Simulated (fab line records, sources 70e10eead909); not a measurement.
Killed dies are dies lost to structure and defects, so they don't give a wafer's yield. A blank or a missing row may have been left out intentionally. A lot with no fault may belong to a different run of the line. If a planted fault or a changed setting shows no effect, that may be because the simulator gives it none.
fab line records | flow nandHarc | part 1 of 2: steps 1 to 20 of 26
record: lots: 5 wafers: 15 lastDay: 33
route steps=1302 shown A_STAIRCASE@655
lots that met no fault: taken from a fault-free run of the same line
startH: start of the lot's first displayed wafer, in hours after the record's first day | waitH: how many hours have passed since the lot's step before this one | " same as the row above | L1.1+2: a row that stands for several wafers | - no value, or no start was given | * or withheld: withheld | < > ~ a bound
route shown NAME@n: a module of which the file shows steps, and the number in the route of the first | usual: mean and standard deviation over wafers with no fault | same: alike in all rows | chamber/n: place in a boat | sites: each site's reading | _std_site: their standard deviation | _edge_site: mean of outer sites minus mean of inner sites | radiusMm: for every site, how far away it sits from the centre of the wafer | mask NAME#n: copy n | behind: tool/chamber where the wafer was last shaped | hold: reason for holding the lot/hours on hold/outcome of the hold | device: the transistor (n, p or np) that didn't switch | end of line: the route-end tests of the same wafers | where a step has no rows: the recipe by itself | killed: dies that structure and defects cost at the first sort, which is not the same as the wafer's yield | map: the dies of a wafer, with x for killed, . for not killed, _ for no die there
set.NAME: setting as actually run; set.NAME@STEP: the setting as run at that earlier step | model.NAME: the simulator's own value behind a step, which no gauge read
lots at selected steps of the route; one table per step, one row per wafer
services: when a tool's chamber went out of use (startH, in hours from the record's first day, below 0 if earlier), for how many hours, and the reason
== steps ==
step: NHARC_A_STAIRCASE_PRECLEAN_173
recipe: timeS: * tempC: 50 bathAgeMin: 0 chemistry: SC1
usual: sc1H2o2EndMolL: 0.3697/0.00061
columns lot.wafer tool chamber startH waitH sc1H2o2EndMolL
L079.2 wetBench-05 6 - - 0.3713
L079.1 " 2 " " 0.3699
L079.5 " 3 " " 0.3698
L081.6 wetBench-05 5 - - 0.3706
L081.5 " 6 " " 0.3697
L081.2 " 0 " " 0.3708
L086.6 wetBench-02 4 - - 0.3691
L086.3 " 5 " " 0.3699
L086.5 " 0 " " 0.3700
L087.5 wetBench-04 0 - - 0.3700
L087.4 " 3 " " 0.3692
L087.2 " 5 " " 0.3697
L094.6 wetBench-04 5 - - 0.3700
L094.5 " 6 " " 0.3696
L094.2 " 0 " " 0.3704
step: NHARC_A_STAIRCASE_SRD_174
columns lot.wafer tool chamber startH waitH
L079.2+1+5 wetBench-05 6,2,3 - -
L081.6+5+2 wetBench-05 5,6,0 - -
L086.6+3+5 wetBench-02 4,5,0 - -
L087.5+4+2 wetBench-04 0,3,5 - -
L094.6+5+2 wetBench-04 5,6,0 - -
step: NHARC_A_STAIRCASE_DEHYDRATE_01
recipe: tempC: 150 timeS: 120
usual: chillPlateTempC: 23.00/0.1
columns lot.wafer tool chamber startH waitH chillPlateTempC
L079.1 lithoTrack-07 0 401.91 - 23.05
L079.2 " 0 " " 23.06
L079.5 " 0 " " 22.87
L081.2 lithoTrack-05 0 432.65 - 22.81
L081.5 " 0 " " 23.00
L081.6 " 0 " " 22.73
L086.3 lithoTrack-03 0 466.52 - 22.85
L086.5 " 0 " " 22.88
L086.6 " 0 " " 22.78
L087.2 lithoTrack-03 0 501.66 - 22.94
L087.4 " 0 " " 22.85
L087.5 " 0 " " 23.09
L094.2 lithoTrack-05 0 569.29 - 22.84
L094.5 " 0 " " 22.88
L094.6 " 0 " " 22.92
step: NHARC_A_STAIRCASE_HMDS_02
recipe: timeS: 30
usual: chillPlateTempC: 23.00/0.089
columns lot.wafer tool chamber startH waitH chillPlateTempC
L079.1 lithoTrack-07 0 - - 23.14
L079.2 " 0 " " 22.98
L079.5 " 0 " " 23.15
L081.2 lithoTrack-05 0 - - 23.07
L081.5 " 0 " " 23.00
L081.6 " 0 " " 22.91
L086.3 lithoTrack-03 0 - - 23.08
L086.5 " 0 " " 23.01
L086.6 " 0 " " 23.01
L087.2 lithoTrack-03 0 - - 23.06
L087.4 " 0 " " 22.96
L087.5 " 0 " " 22.95
L094.2 lithoTrack-05 0 - - 23.03
L094.5 " 0 " " 23.03
L094.6 " 0 " " 22.99
step: NHARC_A_STAIRCASE_COAT_03
recipe: spinRpm: 1200
usual: chillPlateTempC: 23.00/0.11
columns lot.wafer tool chamber startH waitH chillPlateTempC
L079.1 lithoTrack-07 0 - - 22.98
L079.2 " 0 " " 22.88
L079.5 " 0 " " 22.96
L081.2 lithoTrack-05 0 - - 23.09
L081.5 " 0 " " 23.03
L081.6 " 0 " " 23.05
L086.3 lithoTrack-03 0 - - 22.91
L086.5 " 0 " " 22.95
L086.6 " 0 " " 23.11
L087.2 lithoTrack-03 0 - - 23.15
L087.4 " 0 " " 23.20
L087.5 " 0 " " 23.02
L094.2 lithoTrack-05 0 - - 23.06
L094.5 " 0 " " 23.02
L094.6 " 0 " " 23.10
step: NHARC_A_STAIRCASE_SOFTBAKE_04
recipe: tempC: 135 timeS: 170
usual: chillPlateTempC: 23.04/0.11
columns lot.wafer tool chamber startH waitH chillPlateTempC
L079.1 lithoTrack-07 0 - - 23.13
L079.2 " 0 " " 23.18
L079.5 " 0 " " 23.14
L081.2 lithoTrack-05 0 - - 22.95
L081.5 " 0 " " 22.98
L081.6 " 0 " " 23.09
L086.3 lithoTrack-03 0 - - 22.94
L086.5 " 0 " " 22.81
L086.6 " 0 " " 23.00
L087.2 lithoTrack-03 0 - - 22.84
L087.4 " 0 " " 23.18
L087.5 " 0 " " 22.96
L094.2 lithoTrack-05 0 - - 22.98
L094.5 " 0 " " 22.97
L094.6 " 0 " " 22.94
step: NHARC_A_STAIRCASE_EBR_05
usual: chillPlateTempC: 23.01/0.1
columns lot.wafer tool chamber startH waitH chillPlateTempC
L079.1 lithoTrack-07 0 - - 22.82
L079.2 " 0 " " 22.89
L079.5 " 0 " " 22.78
L081.2 lithoTrack-05 0 - - 23.03
L081.5 " 0 " " 22.91
L081.6 " 0 " " 22.92
L086.3 lithoTrack-03 0 - - 22.96
L086.5 " 0 " " 23.01
L086.6 " 0 " " 22.96
L087.2 lithoTrack-03 0 - - 23.02
L087.4 " 0 " " 23.33
L087.5 " 0 " " 22.98
L094.2 lithoTrack-05 0 - - 23.05
L094.5 " 0 " " 23.06
L094.6 " 0 " " 23.04
step: NHARC_A_STAIRCASE_EXPOSE_06
recipe: na: 0.5 doseMj: 25.43 maskId: STAIR
columns lot.wafer tool chamber startH waitH mask
L079.1+2+5 krfScanner-01 0 402.12 - STAIR#0
L081.2+5+6 krfScanner-01 0 432.98 - STAIR#0
L086.3+5+6 krfScanner-03 0 466.74 - STAIR#0
L087.2+4+5 krfScanner-04 0 501.87 - STAIR#0
L094.2+5+6 krfScanner-03 0 569.62 - STAIR#0
step: NHARC_A_STAIRCASE_PEB_07
recipe: pebTempC: 115 pebTimeS: 130
usual: chillPlateTempC: 23.00/0.093
columns lot.wafer tool chamber startH waitH chillPlateTempC
L079.1 lithoTrack-05 0 402.18 0.1 22.94
L079.2 " 0 " " 22.99
L079.5 " 0 " " 22.95
L081.2 lithoTrack-07 0 433.05 0.1 22.92
L081.5 " 0 " " 23.16
L081.6 " 0 " " 23.15
L086.3 lithoTrack-07 0 466.80 0.1 23.08
L086.5 " 0 " " 22.78
L086.6 " 0 " " 22.99
L087.2 lithoTrack-07 0 501.94 0.1 22.92
L087.4 " 0 " " 22.92
L087.5 " 0 " " 22.93
L094.2 lithoTrack-07 0 569.68 0.1 23.03
L094.5 " 0 " " 22.95
L094.6 " 0 " " 22.95
step: NHARC_A_STAIRCASE_DEVELOP_08
recipe: timeS: 140
usual: chillPlateTempC: 23.02/0.12
columns lot.wafer tool chamber startH waitH chillPlateTempC
L079.1 lithoTrack-05 0 - - 23.04
L079.2 " 0 " " 23.11
L079.5 " 0 " " 23.07
L081.2 lithoTrack-07 0 - - 22.98
L081.5 " 0 " " 22.94
L081.6 " 0 " " 22.91
L086.3 lithoTrack-07 0 - - 23.09
L086.5 " 0 " " 23.05
L086.6 " 0 " " 23.11
L087.2 lithoTrack-07 0 - - 23.06
L087.4 " 0 " " 23.12
L087.5 " 0 " " 23.24
L094.2 lithoTrack-07 0 - - 22.90
L094.5 " 0 " " 23.08
L094.6 " 0 " " 22.97
step: NHARC_A_STAIRCASE_HARDBAKE_10
recipe: tempC: 120 timeS: 140
usual: chillPlateTempC: 23.01/0.11
columns lot.wafer tool chamber startH waitH chillPlateTempC
L079.1 lithoTrack-03 0 402.40 - 22.87
L079.2 " 0 " " 22.92
L079.5 " 0 " " 22.82
L081.2 lithoTrack-07 0 433.27 - 23.14
L081.5 " 0 " " 23.05
L081.6 " 0 " " 23.05
L086.3 lithoTrack-03 0 467.02 - 22.80
L086.5 " 0 " " 22.99
L086.6 " 0 " " 22.94
L087.2 lithoTrack-03 0 502.16 - 22.99
L087.4 " 0 " " 23.00
L087.5 " 0 " " 22.93
L094.2 lithoTrack-03 0 569.90 - 23.22
L094.5 " 0 " " 23.10
L094.6 " 0 " " 23.17
step: NHARC_A_STAIRCASE_DESCUM_11
recipe: timeS: 3 o2FlowSccm: 200 arFlowSccm: 0 biasPowerW: 0 chemistry: O2
usual: drypumpMotorCurrentA: 5.7/0.65 oesProductAu: 1.000/0.011 rfVppV: 57.7/0.86 showerheadPlenumPTorr: 1.90/0.064 throttleValvePct: 11.311/0.0083
columns lot.wafer tool chamber startH waitH drypumpMotorCurrentA oesProductAu rfHoursCounterH rfVppV showerheadPlenumPTorr throttleValvePct
L079.2 rieDiel-13 0 402.56 - 5.6 1.016 16 57.2 1.90 11.308
L079.1 " 1 " " 4.9 0.977 19 57.3 1.94 11.308
L079.5 " 2 " " 6.3 1.002 - 57.2 1.94 11.309
L081.2 rieDiel-09 1 433.37 - 6.5 1.017 32 57.9 2.03 11.310
L081.5 " 3 " " 5.0 0.993 - 56.8 1.85 11.311
L081.6 " 0 " " 5.2 1.009 - 58.2 1.87 11.308
L086.3 rieDiel-13 1 467.12 - 5.0 0.989 39 58.5 1.93 11.319
L086.6 " 1 " " 5.0 0.985 - 60.2 1.93 11.304
L086.5 " 3 " " 5.3 1.010 - 58.6 1.97 11.307
L087.4 rieDiel-11 1 502.25 - 6.3 0.992 19 58.2 1.85 11.301
L087.2 " 3 " " 4.8 0.989 18 56.3 1.78 11.310
L087.5 " 1 " " 6.3 0.997 - 56.7 1.85 11.303
L094.2 rieDiel-09 2 570.22 - 6.5 1.009 27 57.0 1.84 11.311
L094.5 " 1 " " 6.4 1.020 - 59.5 2.01 11.303
L094.6 " 2 " " 6.5 1.003 - 57.2 1.84 11.305
step: NHARC_A_STAIRCASE_TRIM_12
recipe: timeS: 211.2 o2FlowSccm: 500 arFlowSccm: 0 biasW: 0 chemistry: O2
usual: drypumpMotorCurrentA: 5.7/0.65 oesProductAu: 1.000/0.012 rfVppV: 57.7/0.84 showerheadPlenumPTorr: 3.50/0.11 throttleValvePct: 17.037/0.0081
columns lot.wafer tool chamber startH waitH drypumpMotorCurrentA oesProductAu rfHoursCounterH rfVppV showerheadPlenumPTorr throttleValvePct
L079.1 rieDiel-13 3 402.66 0.1 5.4 1.016 17 58.0 3.64 17.032
L079.2 " 0 " " 5.6 1.008 16 57.3 3.51 17.040
L079.5 " 0 " " 5.6 0.991 - 57.8 3.51 17.054
L081.2 rieDiel-09 3 433.44 0.1 5.1 1.005 30 57.2 3.41 17.049
L081.6 " 3 " " 5.0 0.986 - 56.5 3.41 17.039
L081.5 " 0 " " 5.2 1.014 - 57.6 3.46 17.033
L086.3 rieDiel-13 0 467.25 0.1 5.6 0.982 36 57.1 3.49 17.028
L086.6 " 1 " " 5.0 0.986 - 57.3 3.56 17.040
L086.5 " 0 " " 5.6 0.989 - 58.0 3.49 17.019
L087.2 rieDiel-11 2 502.35 0.1 6.5 1.004 17 56.0 3.51 17.053
L087.4 " 3 " " 4.8 0.977 18 55.4 3.30 17.047
L087.5 " 1 " " 6.3 0.983 - 56.4 3.42 17.029
L094.2 rieDiel-09 3 570.34 0.1 5.1 1.018 27 57.0 3.39 17.046
L094.5 " 3 " " 5.1 1.022 - 56.8 3.39 17.048
L094.6 " 0 " " 5.2 1.015 - 59.0 3.43 17.027
step: NHARC_A_STAIRCASE_ETCH_13
recipe: targetDepthA: 1000 timeS: 40.5 ionEnergyEv: 400 c4f8FlowSccm: 20 o2FlowSccm: 10 arFlowSccm: withheld rfW: 600 biasW: 1000 chemistry: C4F8/O2
usual: oesProductAu: 0.940/0.015 rfFwdPowerW: 592/3.1 rfVppV: 895/4.2
columns lot.wafer tool chamber startH waitH oesProductAu rfFwdPowerW rfHoursCounterH rfVppV
L079.2 rieDiel-13 2 - - 0.938 595 19 897
L079.1 " 3 " " 0.951 592 17 901
L079.5 " 1 " " 0.924 585 - 897
L081.2 rieDiel-09 2 - - 0.962 593 26 892
L081.6 " 1 " " 0.974 591 - 904
L081.5 " 2 " " 0.962 592 - 892
L086.3 rieDiel-13 3 - - 0.939 591 34 898
L086.6 " 1 " " 0.925 587 - 898
L086.5 " 3 " " 0.949 590 - 900
L087.2 rieDiel-11 2 - - 0.925 588 18 893
L087.4 " 0 " " 0.924 594 20 894
L087.5 " 1 " " 0.915 589 - 893
L094.2 rieDiel-09 2 - - 0.939 593 28 891
L094.5 " 0 " " 0.928 595 - 894
L094.6 " 1 " " 0.950 594 - 904
step: NHARC_A_STAIRCASE_TRIM_14
recipe: timeS: 211.2 o2FlowSccm: 500 arFlowSccm: 0 biasW: 0 chemistry: O2
usual: drypumpMotorCurrentA: 5.7/0.65 oesProductAu: 1.000/0.011 rfVppV: 57.8/0.8 showerheadPlenumPTorr: 3.50/0.11 throttleValvePct: 17.037/0.0091
columns lot.wafer tool chamber startH waitH drypumpMotorCurrentA oesProductAu rfHoursCounterH rfVppV showerheadPlenumPTorr throttleValvePct
L079.1 rieDiel-13 3 - - 5.3 1.016 17 57.2 3.64 17.031
L079.2 " 1 " " 5.0 0.995 19 57.0 3.57 17.021
L079.5 " 3 " " 5.3 1.015 - 58.7 3.64 17.036
L081.2 rieDiel-09 2 - - 6.5 1.001 27 57.3 3.42 17.042
L081.6 " 1 " " 6.5 1.007 - 57.9 3.73 17.033
L081.5 " 2 " " 6.5 0.997 - 58.4 3.42 17.041
L086.3 rieDiel-13 3 - - 5.3 1.014 34 58.8 3.63 17.040
L086.6 " 0 " " 5.6 0.988 - 58.2 3.49 17.043
L086.5 " 3 " " 5.3 1.011 - 59.6 3.63 17.037
L087.2 rieDiel-11 0 - - 5.1 1.002 20 58.9 3.48 17.040
L087.4 " 2 " " 6.5 1.013 18 57.0 3.51 17.035
L087.5 " 0 " " 5.1 1.002 - 57.0 3.48 17.038
L094.2 rieDiel-09 1 - - 6.4 1.014 28 57.3 3.70 17.025
L094.5 " 3 " " 5.1 1.013 - 57.4 3.39 17.045
L094.6 " 0 " " 5.2 1.007 - 58.7 3.43 17.041
step: NHARC_A_STAIRCASE_ETCH_15
recipe: targetDepthA: 1000 timeS: 40.5 ionEnergyEv: 400 c4f8FlowSccm: 20 o2FlowSccm: 10 arFlowSccm: withheld rfW: 600 biasW: 1000 chemistry: C4F8/O2
usual: oesProductAu: 0.942/0.012 rfFwdPowerW: 592/3.2 rfVppV: 895/4.3
columns lot.wafer tool chamber startH waitH oesProductAu rfFwdPowerW rfHoursCounterH rfVppV
L079.1 rieDiel-13 2 - - 0.946 596 19 897
L079.2 " 3 " " 0.944 585 17 901
L079.5 " 2 " " 0.938 593 - 898
L081.2 rieDiel-09 2 - - 0.951 594 27 893
L081.5 " 0 " " 0.953 594 - 893
L081.6 " 1 " " 0.972 590 - 902
L086.3 rieDiel-13 0 - - 0.912 590 37 896
L086.6 " 3 " " 0.948 592 - 900
L086.5 " 1 " " 0.920 587 - 897
L087.4 rieDiel-11 3 - - 0.927 589 19 887
L087.2 " 0 " " 0.934 596 20 894
L087.5 " 3 " " 0.925 593 - 886
L094.2 rieDiel-09 3 - - 0.932 593 28 890
L094.5 " 1 " " 0.955 593 - 902
L094.6 " 2 " " 0.941 593 - 891
step: NHARC_A_STAIRCASE_TRIM_16
recipe: timeS: 211.2 o2FlowSccm: 500 arFlowSccm: 0 biasW: 0 chemistry: O2
usual: drypumpMotorCurrentA: 5.7/0.65 oesProductAu: 1.001/0.012 rfVppV: 57.7/0.85 showerheadPlenumPTorr: 3.50/0.11 throttleValvePct: 17.036/0.009
columns lot.wafer tool chamber startH waitH drypumpMotorCurrentA oesProductAu rfHoursCounterH rfVppV showerheadPlenumPTorr throttleValvePct
L079.2 rieDiel-13 0 - - 5.6 0.993 17 57.5 3.51 17.038
L079.1 " 2 " " 6.3 0.995 20 56.9 3.58 17.038
L079.5 " 1 " " 4.9 0.995 - 58.6 3.57 17.044
L081.2 rieDiel-09 0 - - 5.1 1.011 32 58.3 3.46 17.040
L081.5 " 2 " " 6.5 1.002 - 56.9 3.42 17.020
L081.6 " 3 " " 5.0 0.989 - 57.4 3.41 17.032
L086.3 rieDiel-13 3 - - 5.4 1.013 35 58.5 3.63 17.027
L086.6 " 1 " " 4.9 0.985 - 58.0 3.56 17.036
L086.5 " 0 " " 5.6 0.987 - 57.1 3.50 17.054
L087.4 rieDiel-11 3 - - 4.8 0.994 19 56.5 3.30 17.038
L087.2 " 0 " " 5.1 0.991 20 58.5 3.48 17.038
L087.5 " 3 " " 4.8 0.983 - 59.1 3.30 17.036
L094.2 rieDiel-09 0 - - 5.2 1.011 29 56.6 3.43 17.031
L094.6 " 2 " " 6.5 1.016 - 56.5 3.39 17.045
L094.5 " 3 " " 5.0 1.013 - 57.9 3.39 17.040
step: NHARC_A_STAIRCASE_ETCH_17
recipe: targetDepthA: 1000 timeS: 40.5 ionEnergyEv: 400 c4f8FlowSccm: 20 o2FlowSccm: 10 arFlowSccm: withheld rfW: 600 biasW: 1000 chemistry: C4F8/O2
usual: oesProductAu: 0.943/0.011 rfFwdPowerW: 592/3.3 rfVppV: 895/4.1
columns lot.wafer tool chamber startH waitH oesProductAu rfFwdPowerW rfHoursCounterH rfVppV
L079.1 rieDiel-13 2 - - 0.957 599 20 899
L079.2 " 3 " " 0.956 590 17 898
L079.5 " 2 " " 0.955 595 - 898
L081.2 rieDiel-09 0 - - 0.961 597 32 894
L081.6 " 1 " " 0.970 592 - 903
L081.5 " 2 " " 0.930 594 - 892
L086.3 rieDiel-13 1 - - 0.935 586 39 898
L086.6 " 0 " " 0.936 592 - 895
L086.5 " 1 " " 0.928 586 - 897
L087.2 rieDiel-11 2 - - 0.958 589 18 897
L087.4 " 0 " " 0.946 595 20 893
L087.5 " 2 " " 0.961 589 - 895
L094.2 rieDiel-09 0 - - 0.948 594 29 892
L094.6 " 0 " " 0.948 594 - 892
L094.5 " 1 " " 0.964 592 - 902
step: NHARC_A_STAIRCASE_TRIM_18
recipe: timeS: 211.2 o2FlowSccm: 500 arFlowSccm: 0 biasW: 0 chemistry: O2
usual: drypumpMotorCurrentA: 5.7/0.65 oesProductAu: 0.999/0.012 rfVppV: 57.7/0.9 showerheadPlenumPTorr: 3.50/0.11 throttleValvePct: 17.037/0.0085
columns lot.wafer tool chamber startH waitH drypumpMotorCurrentA oesProductAu rfHoursCounterH rfVppV showerheadPlenumPTorr throttleValvePct
L079.1 rieDiel-13 1 - - 5.0 0.984 20 57.8 3.57 17.030
L079.2 " 3 " " 5.3 1.007 17 58.7 3.64 17.039
L079.5 " 1 " " 4.9 0.986 - 59.5 3.57 17.034
L081.2 rieDiel-09 2 - - 6.5 0.995 27 57.4 3.42 17.039
L081.6 " 3 " " 5.0 0.988 - 57.4 3.41 17.041
L081.5 " 0 " " 5.2 1.006 - 57.1 3.46 17.041
L086.3 rieDiel-13 3 - - 5.3 1.016 35 58.5 3.63 17.041
L086.5 " 0 " " 5.6 0.981 - 57.0 3.49 17.050
L086.6 " 1 " " 4.9 0.979 - 59.3 3.56 17.033
L087.4 rieDiel-11 1 - - 6.3 0.993 20 57.4 3.42 17.026
L087.2 " 2 " " 6.5 0.996 18 57.5 3.51 17.023
L087.5 " 2 " " 6.5 1.021 - 57.6 3.51 17.034
L094.2 rieDiel-09 1 - - 6.5 1.018 29 57.5 3.70 17.033
L094.5 " 0 " " 5.2 1.011 - 57.6 3.43 17.046
L094.6 " 1 " " 6.5 1.011 - 56.5 3.70 17.027
step: NHARC_A_STAIRCASE_ETCH_19
recipe: targetDepthA: 1000 timeS: 40.5 ionEnergyEv: 400 c4f8FlowSccm: 20 o2FlowSccm: 10 arFlowSccm: withheld rfW: 600 biasW: 1000 chemistry: C4F8/O2
usual: oesProductAu: 0.943/0.012 rfFwdPowerW: 592.0/2.9 rfVppV: 895/4.2
columns lot.wafer tool chamber startH waitH oesProductAu rfFwdPowerW rfHoursCounterH rfVppV
L079.1 rieDiel-13 3 - - 0.971 585.9 17 900
L079.2 " 0 " " 0.949 588.9 17 895
L079.5 " 3 " " 0.961 589.3 - 900
L081.2 rieDiel-09 1 - - 0.964 593.3 32 902
L081.5 " 3 " " 0.930 592.9 - 892
L081.6 " 0 " " 0.944 595.4 - 893
L086.3 rieDiel-13 0 - - 0.925 591.6 37 894
L086.6 " 0 " " 0.932 593.0 - 896
L086.5 " 1 " " 0.928 588.1 - 896
L087.4 rieDiel-11 2 - - 0.953 587.7 18 895
L087.2 " 3 " " 0.921 592.1 19 888
L087.5 " 3 " " 0.930 589.8 - 887
L094.2 rieDiel-09 3 - - 0.954 597.0 29 891
L094.5 " 2 " " 0.959 593.5 - 893
L094.6 " 3 " " 0.971 596.0 - 891
